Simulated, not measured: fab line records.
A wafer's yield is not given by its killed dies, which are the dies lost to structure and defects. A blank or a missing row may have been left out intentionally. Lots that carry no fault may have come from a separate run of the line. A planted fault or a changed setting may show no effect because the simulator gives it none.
fab line records ; flow n5_finfet
record lots=8; wafers=24; last_day=17
route steps=1938 shown BEOL_M4@1111 BEOL_M7@1301 PASSIVATION@1936
lots that met no fault: from a run of the same line without faults
start_h: hours from the record's opening day to when the first of the lot's shown wafers began ; wait_h: how many hours have passed since the lot's step before this one ; " same as the row above ; L1.1+2: a row that stands for several wafers ; - no value, or no start was given ; * or withheld: withheld ; < > ~ a bound
route shown NAME@n: a module of which the file shows steps, and the number in the route of the first ; usual: mean and standard deviation over wafers with no fault ; same: alike in all rows ; chamber/n: place in a boat ; sites: per-site readings ; _std_site: their standard deviation ; _edge_site: mean of outer sites minus mean of inner sites ; radius_mm: how far each site lies from the wafer's centre ; mask NAME#n: copy n ; behind: tool/chamber where the wafer was last shaped ; hold: why the lot went on hold/how many hours it stayed there/how the hold came to an end ; device: which transistor (n, p or np) failed to switch ; end of line: at the end of the route, the tests of the same wafers ; for a step that has no rows: nothing shown but its recipe ; killed: dies that structure and defects cost at the first sort, which is not the same as the wafer's yield ; map: shows each die of a wafer: x if killed, . if not, _ if none is there
set.NAME: the run value of the setting; set.NAME@STEP: its run value at that earlier step ; model.NAME: the simulator's own value behind a step, which no gauge read
a sample of lots followed through the steps of the route, with each step as a table and each wafer as a row
services: from which hour (start_h, from the record's first day; less than 0 if before it) a tool's chamber was out of use, for how many hours, and why
## steps
# step N5_BEOL_M4_RC_MEAS_101
# usual DIBL_N=36.8/1.5; DIBL_P=37.1/2.1; IOFF_N=0.168/0.03; IOFF_P=0.22/0.034; ION_N=679/12; ION_P=466/8; SS_N=71.7/0.58; SS_P=73.5/0.67; VT_N=248.8/2.7; VT_P=-250/3.3
lot.wafer;tool;chamber;start_h;wait_h;DIBL_N[mV/V];DIBL_P[mV/V];IOFF_N[nA/um];IOFF_P[nA/um];ION_N[uA/um];ION_P[uA/um];SS_N[mV/dec];SS_P[mV/dec];VT_N[mV];VT_P[mV]
L944.1;prober-02;0;179.56;0.0;36.4;37.5;0.165;0.22;677;468;71.8;72.7;247.4;-253
L944.3;prober-02;0;179.56;0.0;38.7;40.5;0.200;0.27;687;468;72.6;74.0;246.2;-247
L944.5;prober-02;0;179.56;0.0;36.0;37.8;0.152;0.23;679;468;71.0;72.7;251.6;-246
L943.2;prober-02;0;181.93;0.2;36.8;36.8;0.162;0.26;690;482;71.3;73.5;248.8;-246
L943.3;prober-02;0;181.93;0.2;37.9;38.8;0.184;0.29;689;479;71.8;74.2;249.6;-242
L943.4;prober-02;0;181.93;0.2;37.9;37.6;0.190;0.26;704;486;71.9;73.5;246.3;-246
L946.2;prober-01;0;198.07;0.2;35.4;37.0;0.167;0.22;671;469;71.3;74.0;247.2;-249
L946.4;prober-01;0;198.07;0.2;35.5;37.0;0.166;0.21;680;463;71.8;72.8;245.1;-248
L946.5;prober-01;0;198.07;0.2;35.6;37.2;0.183;0.22;684;470;71.2;73.4;244.9;-247
L958.1;prober-01;0;268.45;0.0;38.4;38.2;0.189;0.24;696;480;72.0;73.4;246.2;-250
L958.2;prober-01;0;268.45;0.0;37.9;37.6;0.169;0.24;677;464;71.6;73.5;245.0;-249
L958.5;prober-01;0;268.45;0.0;37.8;38.1;0.193;0.25;708;484;72.4;74.2;243.7;-245
L957.1;prober-01;0;269.38;0.0;35.7;36.8;0.139;0.22;681;472;71.1;73.4;252.4;-251
L957.4;prober-01;0;269.38;0.0;33.8;33.9;0.118;0.17;674;468;70.9;72.4;253.6;-252
L957.5;prober-01;0;269.38;0.0;37.9;39.5;0.169;0.27;676;471;71.7;73.9;244.6;-246
L961.1;prober-02;0;288.14;0.0;39.5;39.8;0.233;0.28;712;478;71.8;74.5;244.4;-247
L961.2;prober-02;0;288.14;0.0;36.3;36.0;0.149;0.21;687;472;71.4;73.2;250.9;-249
L961.3;prober-02;0;288.14;0.0;37.7;37.7;0.182;0.23;695;476;72.2;73.2;248.9;-250
L960.2;prober-02;0;294.62;0.2;38.9;37.8;0.177;0.19;678;460;72.3;73.9;247.2;-256
L960.3;prober-02;0;294.62;0.2;36.8;35.5;0.135;0.17;675;459;70.8;73.3;254.0;-256
L960.6;prober-02;0;294.62;0.2;38.6;36.7;0.174;0.18;683;462;72.4;73.7;249.3;-257
L962.1;prober-02;0;296.59;0.0;33.4;33.0;0.126;0.19;679;469;71.3;72.9;252.8;-251
L962.4;prober-02;0;296.59;0.0;34.7;34.8;0.147;0.22;681;472;71.5;73.4;252.4;-247
L962.5;prober-02;0;296.59;0.0;36.5;36.2;0.164;0.26;678;474;72.4;73.0;248.7;-246
# step N5_BEOL_M7_ETCH_65
# recipe chemistry=CF4; target=SiARC; target_depth_a=156; mask_material=CAR-EUV; time_s=26; ion_energy_ev=80; pressure_mtorr=40; source_w=545; bias_w=36; Ar_flow_sccm=100; cf4_flow_sccm=100; ends=cleared
# usual bias_w=36.00/0.12; cf4_flow_sccm=100.0/0.31; drypump_motor_current_A=5.85/0.25; etch_rf_on_time_s=26.0/0.37; oes_product_au=0.67/0.073; rf_vpp_V=184.0/1.3; showerhead_plenum_p_Torr=2.14/0.083; throttle_valve_pct=15.66/0.26
lot.wafer;tool;chamber;start_h;wait_h;bias_w;cf4_flow_sccm;drypump_motor_current_A;etch_rf_on_time_s;oes_product_au;rf_hours_counter_h;rf_vpp_V;showerhead_plenum_p_Torr;throttle_valve_pct
L944.1;rie_diel-03;3;202.64;0.0;35.96;100.1;5.79;25.4;0.84;2;185.4;2.28;15.25
L944.3;rie_diel-03;2;202.64;0.0;35.98;100.2;5.71;26.2;0.64;161;184.8;2.21;15.73
L944.5;rie_diel-03;1;202.64;0.0;36.01;100.4;5.58;25.9;0.63;-;183.9;2.06;15.80
L943.2;rie_diel-04;2;207.47;0.0;36.08;99.8;5.65;26.1;0.79;6;186.5;2.28;15.28
L943.3;rie_diel-04;3;207.47;0.0;36.11;99.9;6.22;26.0;0.63;183;183.2;2.14;15.94
L943.4;rie_diel-04;1;207.47;0.0;36.02;100.1;5.99;25.8;0.72;87;183.9;2.08;15.35
L946.2;rie_diel-05;3;220.63;0.0;36.13;100.3;6.00;26.3;0.63;164;182.9;2.05;15.84
L946.4;rie_diel-05;0;220.63;0.0;36.06;99.8;5.81;26.0;0.58;-;183.3;2.11;16.07
L946.5;rie_diel-05;2;220.63;0.0;35.78;100.1;5.82;25.4;0.74;-;185.9;2.27;15.69
L957.1;rie_diel-03;0;302.52;0.0;-;-;-;-;-;-;-;-;-
L957.4;rie_diel-03;1;302.52;0.0;-;-;-;-;-;-;-;-;-
L957.5;rie_diel-03;1;302.52;0.0;-;-;-;-;-;-;-;-;-
L958.1;rie_diel-05;0;302.96;0.0;-;-;-;-;-;-;-;-;-
L958.2;rie_diel-05;2;302.96;0.0;-;-;-;-;-;-;-;-;-
L958.5;rie_diel-05;1;302.96;0.0;-;-;-;-;-;-;-;-;-
L961.1;rie_diel-03;0;317.24;0.0;36.11;100.4;6.25;26.2;0.60;224;183.9;2.11;15.93
L961.2;rie_diel-03;2;317.24;0.0;35.99;100.0;5.72;26.3;0.62;196;186.1;2.20;15.78
L961.3;rie_diel-03;1;317.24;0.0;36.04;100.3;5.58;26.3;0.61;217;182.2;2.05;15.87
L960.2;rie_diel-03;2;319.62;0.0;35.96;100.0;5.71;26.5;0.61;197;184.5;2.20;15.80
L960.3;rie_diel-03;0;319.62;0.0;35.90;100.1;6.27;26.1;0.59;224;184.1;2.11;15.94
L960.6;rie_diel-03;3;319.62;0.0;35.94;100.0;5.77;25.6;0.75;-;185.7;2.26;15.32
L962.1;rie_diel-05;2;327.05;0.0;35.99;100.0;5.83;25.6;0.71;101;183.3;2.25;15.76
L962.4;rie_diel-05;0;327.05;0.0;35.83;99.7;5.81;25.9;0.77;16;182.9;2.10;15.61
L962.5;rie_diel-05;1;327.05;0.0;36.14;99.8;5.67;25.9;0.78;-;184.3;2.11;15.30
# step N5_BEOL_M7_ETCH_66
# recipe chemistry=N2/H2; target=SOC; target_depth_a=800; overetch_a=160; mask_material=SiARC; temp_c=40; time_s=120; ion_energy_ev=200; pressure_mtorr=30; source_w=840; bias_w=150; n2_flow_sccm=200; h2_flow_sccm=200
# usual bias_w=150.0/0.45; chamber_pressure_mTorr=30.005/0.028; drypump_motor_current_A=5.85/0.25; n2_flow_sccm=200.1/0.61; oes_product_au=0.60/0.064; rf_vpp_V=524/3.1; showerhead_plenum_p_Torr=2.54/0.1; throttle_valve_pct=17.88/0.27
lot.wafer;tool;chamber;start_h;wait_h;bias_w;chamber_pressure_mTorr;drypump_motor_current_A;n2_flow_sccm;oes_product_au;rf_hours_counter_h;rf_vpp_V;showerhead_plenum_p_Torr;throttle_valve_pct
L944.1;rie_diel-03;3;202.66;0.0;149.5;29.983;5.79;199.5;0.75;2;527;2.71;17.46
L944.3;rie_diel-03;2;202.66;0.0;149.7;30.032;5.71;200.5;0.58;161;527;2.63;17.88
L944.5;rie_diel-03;1;202.66;0.0;150.3;30.046;5.61;200.5;0.57;-;520;2.44;18.14
L943.2;rie_diel-04;2;207.50;0.0;149.9;30.056;5.61;200.3;0.72;6;527;2.71;17.43
L943.3;rie_diel-04;3;207.50;0.0;150.4;30.014;6.22;200.5;0.57;183;523;2.54;18.13
L943.4;rie_diel-04;1;207.50;0.0;150.6;30.013;6.03;198.7;0.64;87;521;2.48;17.66
L946.2;rie_diel-05;3;220.66;0.0;150.4;29.969;6.00;200.6;0.57;164;520;2.43;17.89
L946.4;rie_diel-05;0;220.66;0.0;149.7;30.053;5.82;199.5;0.52;-;524;2.50;18.25
L946.5;rie_diel-05;2;220.66;0.0;149.5;30.004;5.82;200.3;0.65;-;528;2.70;18.00
L957.1;rie_diel-03;0;302.55;0.0;150.2;29.987;6.26;199.6;0.26;220;524;2.51;18.15
L957.4;rie_diel-03;1;302.55;0.0;150.2;29.974;5.60;199.3;0.27;213;520;2.43;18.11
L957.5;rie_diel-03;1;302.55;0.0;150.4;29.992;5.60;199.5;0.27;-;521;2.43;18.15
L958.1;rie_diel-05;0;302.99;0.0;150.3;29.997;5.81;200.0;0.35;11;523;2.49;17.82
L958.2;rie_diel-05;2;302.99;0.0;149.0;30.010;5.80;199.2;0.31;97;527;2.68;17.99
L958.5;rie_diel-05;1;302.99;0.0;149.9;29.967;5.70;198.4;0.35;-;522;2.49;17.51
L961.1;rie_diel-03;0;317.27;0.0;151.3;30.005;6.24;200.1;0.53;224;524;2.51;18.20
L961.2;rie_diel-03;2;317.27;0.0;149.1;30.006;5.72;199.7;0.55;196;525;2.61;17.93
L961.3;rie_diel-03;1;317.27;0.0;150.2;29.993;5.59;199.9;0.55;217;520;2.42;18.19
L960.2;rie_diel-03;2;319.65;0.0;150.6;30.024;5.70;201.1;0.56;197;526;2.61;17.94
L960.3;rie_diel-03;0;319.65;0.0;150.0;29.969;6.26;200.2;0.53;224;524;2.51;18.20
L960.6;rie_diel-03;3;319.65;0.0;150.3;30.005;5.79;199.9;0.67;-;527;2.69;17.51
L962.1;rie_diel-05;2;327.08;0.0;150.8;30.019;5.82;200.6;0.62;101;526;2.68;18.04
L962.4;rie_diel-05;0;327.08;0.0;150.6;30.046;5.80;200.1;0.70;16;523;2.49;17.86
L962.5;rie_diel-05;1;327.08;0.0;150.0;29.955;5.69;200.1;0.70;-;523;2.49;17.56
# step N5_BEOL_M7_STRIP_36
# recipe chemistry=N2/H2; power_w=450; temp_c=40; pressure_mtorr=20; rf_frequency_hz=6e+07; overash_fraction=0.3; bias_power_w=7; h2_frac=0.5; n2_flow_sccm=200; h2_flow_sccm=200
# usual drypump_motor_current_A=5.85/0.25; n2_flow_sccm=200.0/0.52; oes_product_au=0.79/0.085; rf_vpp_V=59.2/1.5; showerhead_plenum_p_Torr=2.54/0.1; throttle_valve_pct=23.74/0.29
lot.wafer;tool;chamber;start_h;wait_h;drypump_motor_current_A;n2_flow_sccm;oes_product_au;rf_hours_counter_h;rf_vpp_V;showerhead_plenum_p_Torr;throttle_valve_pct
L944.1;rie_diel-03;3;202.82;0.0;5.80;198.5;0.96;3;59.1;2.71;23.29
L944.3;rie_diel-03;2;202.82;0.0;5.74;199.6;0.75;162;60.2;2.62;23.70
L944.5;rie_diel-03;1;202.82;0.0;5.56;200.0;0.74;-;59.1;2.43;24.09
L943.2;rie_diel-04;2;207.66;0.0;5.62;199.6;0.91;6;57.4;2.70;23.28
L943.3;rie_diel-04;3;207.66;0.0;6.23;199.7;0.75;183;62.7;2.54;23.99
L943.4;rie_diel-04;1;207.66;0.0;6.01;199.9;0.86;87;58.9;2.47;23.52
L946.2;rie_diel-05;3;220.81;0.0;6.02;200.5;0.73;164;58.2;2.42;23.48
L946.4;rie_diel-05;0;220.81;0.0;5.82;199.6;0.68;-;61.3;2.50;24.09
L946.5;rie_diel-05;2;220.81;0.0;5.83;199.2;0.86;-;59.9;2.69;23.97
L957.1;rie_diel-03;0;302.70;0.0;6.30;199.7;0.70;220;58.8;2.51;24.06
L957.4;rie_diel-03;1;302.70;0.0;5.61;200.4;0.73;213;60.4;2.42;24.14
L957.5;rie_diel-03;1;302.70;0.0;5.62;201.5;0.72;-;57.5;2.42;24.13
L958.1;rie_diel-05;0;303.14;0.0;5.81;200.4;0.92;11;59.9;2.49;23.79
L958.2;rie_diel-05;2;303.14;0.0;5.84;199.7;0.82;97;60.3;2.68;23.99
L958.5;rie_diel-05;1;303.14;0.0;5.68;199.6;0.92;-;58.0;2.49;23.56
L961.1;rie_diel-03;0;317.42;0.0;6.27;199.4;0.69;224;60.1;2.51;24.03
L961.2;rie_diel-03;2;317.42;0.0;5.72;199.3;0.74;196;58.3;2.61;23.72
L961.3;rie_diel-03;1;317.42;0.0;5.59;199.9;0.72;217;60.7;2.42;24.16
L960.2;rie_diel-03;2;319.80;0.0;5.72;200.5;0.73;197;60.1;2.61;23.73
L960.3;rie_diel-03;0;319.80;0.0;6.26;200.1;0.70;225;59.1;2.50;24.06
L960.6;rie_diel-03;3;319.80;0.0;5.84;200.6;0.88;-;61.1;2.69;23.35
L962.1;rie_diel-05;2;327.23;0.0;5.82;200.5;0.82;101;60.4;2.68;24.00
L962.4;rie_diel-05;0;327.23;0.0;5.82;200.6;0.91;16;57.2;2.49;23.80
L962.5;rie_diel-05;1;327.23;0.0;5.68;200.4;0.93;-;59.4;2.49;23.56
# step N5_BEOL_M7_TRENCH_ETCH_37
# recipe chemistry=C4F6/O2; target_depth_a=934.78; target=SiCOH_lowk; time_s=31.2; ion_energy_ev=250; pressure_mtorr=30; source_w=345; bias_w=185; Ar_flow_sccm=300; C4F6_flow_sccm=10; O2_flow_sccm=10
# usual C4F6_flow_sccm=9.998/0.028; O2_flow_sccm=10.00/0.03; drypump_motor_current_A=5.85/0.25; oes_product_au=0.79/0.085; rf_vpp_V=663/12; showerhead_plenum_p_Torr=2.85/0.11; throttle_valve_pct=21.01/0.22
lot.wafer;tool;chamber;start_h;wait_h;C4F6_flow_sccm;O2_flow_sccm;drypump_motor_current_A;oes_product_au;rf_hours_counter_h;rf_vpp_V;showerhead_plenum_p_Torr;throttle_valve_pct
L944.1;rie_diel-03;3;-;-;10.010;10.02;5.79;0.99;3;683;3.04;20.68
L944.3;rie_diel-03;2;-;-;9.951;10.00;5.70;0.75;162;684;2.93;20.95
L944.5;rie_diel-03;1;-;-;9.981;9.98;5.60;0.75;-;656;2.74;21.10
L943.2;rie_diel-04;2;-;-;9.984;9.94;5.63;0.92;6;657;3.04;20.72
L943.3;rie_diel-04;3;-;-;10.005;9.98;6.22;0.74;183;662;2.84;21.25
L943.4;rie_diel-04;1;-;-;10.017;10.05;5.98;0.84;87;655;2.77;20.71
L946.2;rie_diel-05;3;-;-;9.983;9.96;6.00;0.74;164;660;2.75;21.20
L946.4;rie_diel-05;0;-;-;9.928;10.02;5.82;0.68;-;659;2.81;21.37
L946.5;rie_diel-05;2;-;-;10.009;9.97;5.82;0.86;-;643;3.02;21.16
L957.1;rie_diel-03;0;-;-;10.025;10.02;6.27;0.70;220;682;2.81;21.23
L957.4;rie_diel-03;1;-;-;9.988;10.04;5.56;0.71;213;655;2.72;21.12
L957.5;rie_diel-03;1;-;-;10.055;10.05;5.57;0.71;-;655;2.72;21.13
L958.1;rie_diel-05;0;-;-;9.994;10.01;5.81;0.93;11;658;2.80;21.04
L958.2;rie_diel-05;2;-;-;9.973;9.99;5.81;0.82;97;641;3.01;21.19
L958.5;rie_diel-05;1;-;-;9.977;9.97;5.67;0.93;-;651;2.81;20.71
L961.1;rie_diel-03;0;-;-;10.026;10.01;6.26;0.70;224;682;2.81;21.24
L961.2;rie_diel-03;2;-;-;9.989;10.01;5.72;0.72;196;682;2.92;21.01
L961.3;rie_diel-03;1;-;-;10.001;9.98;5.61;0.71;217;656;2.72;21.12
L960.2;rie_diel-03;2;-;-;10.007;10.00;5.73;0.73;197;685;2.92;21.00
L960.3;rie_diel-03;0;-;-;10.008;10.03;6.27;0.70;225;681;2.81;21.23
L960.6;rie_diel-03;3;-;-;10.014;10.00;5.78;0.89;-;684;3.03;20.73
L962.1;rie_diel-05;2;-;-;10.022;10.00;5.81;0.81;101;642;3.01;21.21
L962.4;rie_diel-05;0;-;-;10.001;10.06;5.81;0.91;16;657;2.79;21.04
L962.5;rie_diel-05;1;-;-;10.026;9.99;5.68;0.92;-;647;2.81;20.73
# step N5_BEOL_M7_CD_MEAS_35
# recipe target_cd_nm=40; polarity=opening
# usual cd_nm=39.8/0.65
lot.wafer;tool;chamber;start_h;wait_h;cd_nm
L944.1;cd_sem-02;-;203.18;0.0;39.9
L944.3;cd_sem-02;-;203.18;0.0;39.9
L944.5;cd_sem-02;-;203.18;0.0;39.2
L943.2;cd_sem-01;-;208.02;0.0;40.1
L943.3;cd_sem-01;-;208.02;0.0;40.4
L943.4;cd_sem-01;-;208.02;0.0;39.0
L946.2;cd_sem-02;-;221.16;0.0;40.2
L946.4;cd_sem-02;-;221.16;0.0;39.8
L946.5;cd_sem-02;-;221.16;0.0;39.1
L957.1;cd_sem-02;-;303.05;0.0;41.1
L957.4;cd_sem-02;-;303.05;0.0;40.2
L957.5;cd_sem-02;-;303.05;0.0;41.9
L958.1;cd_sem-02;-;303.49;0.0;39.9
L958.2;cd_sem-02;-;303.49;0.0;39.3
L958.5;cd_sem-02;-;303.49;0.0;39.2
L961.1;cd_sem-01;-;317.77;0.0;41.2
L961.2;cd_sem-01;-;317.77;0.0;40.2
L961.3;cd_sem-01;-;317.77;0.0;40.6
L960.2;cd_sem-02;-;320.16;0.0;39.0
L960.3;cd_sem-02;-;320.16;0.0;39.1
L960.6;cd_sem-02;-;320.16;0.0;39.4
L962.1;cd_sem-02;-;327.58;0.0;40.5
L962.4;cd_sem-02;-;327.58;0.0;39.7
L962.5;cd_sem-02;-;327.58;0.0;39.9
# step N5_PASSIVATION_PROBE_49
# usual defect_limited_yield=91.0/1.5; killed_at_M0_to_M3=34/11; killed_at_M4_up=14/5.3; killed_at_contacts=13/7; killed_at_front_end=41/13; killed_at_other=4/3.1; killed_dies=106/17; killed_on_rim=14/3.9; killed_open=70/12; killed_short=35/8; sort_bin_5_function=5.2/0.98; sort_bin_6_memory=3.4/0.69; sort_n_pass=1074/17; sort_yield_pct=91.0/1.5
# same gross_dies=1180; killed_at_back_side=0; sort_bin_4_leakage[%]=0; sort_bin_8_speed[%]=0
lot.wafer;tool;chamber;start_h;wait_h;defect_limited_yield[%];killed_at_M0_to_M3;killed_at_M4_up;killed_at_contacts;killed_at_front_end;killed_at_other;killed_dies;killed_on_rim;killed_open;killed_short;sort_bin_5_function[%];sort_bin_6_memory[%];sort_n_pass;sort_yield_pct[%]
L957.1;prober-02;-;377.16;0.0;0;43;1067;13;54;3;1180;152;78;45;95.9;3.7;0;0
L957.4;prober-02;-;377.31;0.2;0;40;1078;20;38;4;1180;152;71;41;95.3;4.1;0;0
L957.5;prober-02;-;377.36;0.2;0;41;1084;28;25;2;1180;152;73;31;96.2;3.6;0;0
L958.1;prober-02;-;392.62;0.0;0;45;1075;10;44;6;1180;152;64;47;96.9;3.0;0;0
L958.2;prober-02;-;392.67;0.1;0;37;1085;17;32;9;1180;152;76;29;96.0;3.6;0;0
L958.5;prober-02;-;392.82;0.2;0;32;1088;23;32;5;1180;152;63;42;96.5;3.3;0;0
# killed by level:class
L957.1 BEOL_M7:area_etch=1055 STI_FIN_REVEAL:geometric_particle:open=14 BEOL_M2:geometric_particle:open=14 FIN_SAQP:geometric_particle:short=11 MOL_CONTACT_COAG:geometric_particle:open=11 BEOL_M2:geometric_particle:short=7 BEOL_M3:geometric_particle:open=6 STARTING-WAFER:geometric_particle:short=6
L957.4 BEOL_M7:area_etch=1068 FIN_SAQP:geometric_particle:short=13 MOL_CONTACT_COAG:geometric_particle:open=12 BEOL_M3:geometric_particle:open=11 BEOL_M2:geometric_particle:open=10 MOL_CONTACT_COAG:geometric_particle:short=8 BEOL_M0_SAQP:geometric_particle:open=7 FIN_SAQP:geometric_particle:open=6
L957.5 BEOL_M7:area_etch=1075 MOL_CONTACT_COAG:geometric_particle:open=22 BEOL_M2:geometric_particle:open=10 BEOL_M3:geometric_particle:open=8 MOL_CONTACT_COAG:geometric_particle:short=6 FIN_SAQP:geometric_particle:open=5 BEOL_M0:geometric_particle:open=5 DUMMY_GATE:geometric_particle:open=4
L958.1 BEOL_M7:area_etch=1069 DUMMY_GATE:geometric_particle:open=12 BEOL_M0_SAQP:geometric_particle:short=12 BEOL_M1:geometric_particle:open=10 STI_FIN_REVEAL:geometric_particle:open=7 GATE_CUT:geometric_particle:short=7 MOL_CONTACT_COAG:geometric_particle:open=7 BEOL_M0_SAQP:geometric_particle:open=6
L958.2 BEOL_M7:area_etch=1074 BEOL_M0_SAQP:geometric_particle:open=13 MOL_CONTACT_COAG:geometric_particle:open=10 STI_FIN_REVEAL:geometric_particle:open=8 FIN_SAQP:geometric_particle:open=7 MOL_CONTACT_COAG:geometric_particle:short=7 BEOL_M4:geometric_particle:open=6 BEOL_M1:geometric_particle:open=5
L958.5 BEOL_M7:area_etch=1074 MOL_CONTACT_COAG:geometric_particle:open=19 GATE_CUT:geometric_particle:short=7 BEOL_M0_SAQP:geometric_particle:open=7 BEOL_M4:geometric_particle:open=6 BEOL_M0_SAQP:geometric_particle:short=5 BEOL_M3:geometric_particle:open=5 GATE_CUT:geometric_particle:open=4
## services
tool;chamber;start_h;hours;kind
rie_diel-05;1;210.42;-;clean
rie_diel-05;1;210.42;-;consumable_replace:focus_ring
rie_diel-05;1;210.42;23.2;scheduled_down
rie_diel-05;1;210.42;23.2;vent_cycle
rie_diel-04;-;234.11;1.7;repair
rie_diel-04;0;248.92;19.3;repair
rie_diel-05;0;250.22;-;clean
rie_diel-05;0;250.22;-;consumable_replace:focus_ring
rie_diel-05;-;261.73;0.6;repair
rie_diel-05;-;266.08;0.8;repair
rie_diel-04;1;276.61;5.4;repair
rie_diel-04;-;281.45;0.4;repair
rie_diel-04;1;283.72;16.7;repair
rie_diel-05;1;290.76;9.6;repair
rie_diel-03;1;318.53;5.0;repair
rie_diel-04;0;325.47;51.5;repair
## key
first_sign step=N5_BEOL_M7_ETCH_65; reading=tool_record; direction=missing
effect step=N5_BEOL_M7_ETCH_66; reading=oes_product_au; direction=down; sigmas=4.7; usual=0.60; struck=0.30
effect step=N5_PASSIVATION_PROBE_49; reading=killed_at_M4_up; direction=up; sigmas=99+; usual=14; struck=1080
more_kills_born_at N5_BEOL_M7_ETCH_65@rie_diel-05=3217; N5_BEOL_M7_ETCH_65@rie_diel-03=3198
met_at N5_BEOL_M7_ETCH_65
struck_lots L957,L958
later_rows_left_out L957.1,L957.4,L957.5,L958.1,L958.2,L958.5
not_acting_at N5_BEOL_M7_STRIP_36,N5_BEOL_M7_TRENCH_ETCH_37,N5_BEOL_M7_CD_MEAS_35
onset_between 220.63 302.52
fault kind=skipped_step_whole; tool=rie_diel-03,rie_diel-05; chamber=-; onset_h=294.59; steps=N5_BEOL_M7_ETCH_65; scope=struck_lots_only
# later_rows_left_out: the simulator's readings of these wafers behind a module that went badly wrong aren't trusted and aren't shown, but for the sort
